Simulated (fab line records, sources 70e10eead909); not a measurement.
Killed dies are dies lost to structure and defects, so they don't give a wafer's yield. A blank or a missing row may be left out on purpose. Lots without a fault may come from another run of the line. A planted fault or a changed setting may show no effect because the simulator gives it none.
Chamber matching | flow nand_harc | NHARC_P_GATE_DESCUM_61 on rie_diel-12: 4 sister chambers
The step chemistry O2, time 3 s. 4 wafers are shown with their chamber, then 7 later ones without.

WAFERS WITH THEIR CHAMBER
wafer  | chamber | showerhead_plenum_p_Torr (Torr)
L933.6 | 1       | 1.81
L935.5 | 3       | 2.02
L936.1 | 0       | 1.93
L936.5 | 2       | 1.91

WAFERS WITHOUT THEIR CHAMBER
wafer  | showerhead_plenum_p_Torr (Torr)
L936.6 | 2.02
L947.1 | 2.01
L947.2 | 1.90
L947.3 | 1.93
L950.2 | 1.90
L950.3 | 1.93
L950.6 | 1.93

WHICH CHAMBER EACH WENT THROUGH
wafer  | from the rows above | in truth
L936.6 | 3                   | 3
L947.1 | 3                   | 3
L947.2 | 2                   | 2
L947.3 | 0                   | 0
L950.2 | 2                   | 2
L950.3 | 0                   | 0
L950.6 | 0                   | 0
Placed correctly: 7 of 7. Can't be placed from these rows: 0. Placed wrongly: 0.
How it was worked out, from the rows above alone: a wafer's distance from a chamber is the root of the sum, over the readings, of the square of ((its reading less the chamber's mean) divided by the reading's scatter). The wafer belongs to the nearest chamber; if the next one is less than 2 further off, it can't be placed. A chamber's mean is the mean of its shown wafers. The scatter: with one shown wafer a chamber, the root of the mean of the squares of how far each hidden wafer lies from its nearest shown one.
